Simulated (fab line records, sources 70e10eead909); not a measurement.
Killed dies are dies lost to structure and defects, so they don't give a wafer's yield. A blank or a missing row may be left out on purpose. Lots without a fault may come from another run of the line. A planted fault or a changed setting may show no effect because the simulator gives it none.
Chamber matching | flow nand_harc | NHARC_P_M0_STRIP_18 on rie_diel-12: 4 sister chambers
The step strips in N2/H2. 4 wafers are shown with their chamber, then 9 later ones without.

WAFERS WITH THEIR CHAMBER
wafer  | chamber | drypump_motor_current_A (A)
L078.4 | 3       | 6.7
L082.5 | 0       | 6.2
L088.5 | 2       | 6.4
L088.6 | 1       | 5.8

WAFERS WITHOUT THEIR CHAMBER
wafer  | drypump_motor_current_A (A)
L092.1 | 6.4
L092.2 | 6.6
L092.4 | 5.7
L094.2 | 5.7
L094.3 | 6.4
L094.4 | 6.2
L095.3 | 6.1
L095.5 | 5.8
L095.6 | 6.4

WHICH CHAMBER EACH WENT THROUGH
wafer  | from the rows above     | in truth
L092.1 | 2                       | 2
L092.2 | can't be placed: 3 or 2 | 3
L092.4 | 1                       | 1
L094.2 | 1                       | 1
L094.3 | 2                       | 2
L094.4 | 0                       | 0
L095.3 | 0                       | 0
L095.5 | 1                       | 1
L095.6 | 2                       | 2
Placed correctly: 8 of 9. Can't be placed from these rows: 1 (the true chamber is among the candidates in 1). Placed wrongly: 0.
How it was worked out, from the rows above alone: a wafer's distance from a chamber is the root of the sum, over the readings, of the square of ((its reading less the chamber's mean) divided by the reading's scatter). The wafer belongs to the nearest chamber; if the next one is less than 2 further off, it can't be placed. A chamber's mean is the mean of its shown wafers. The scatter: with one shown wafer a chamber, the root of the mean of the squares of how far each hidden wafer lies from its nearest shown one.
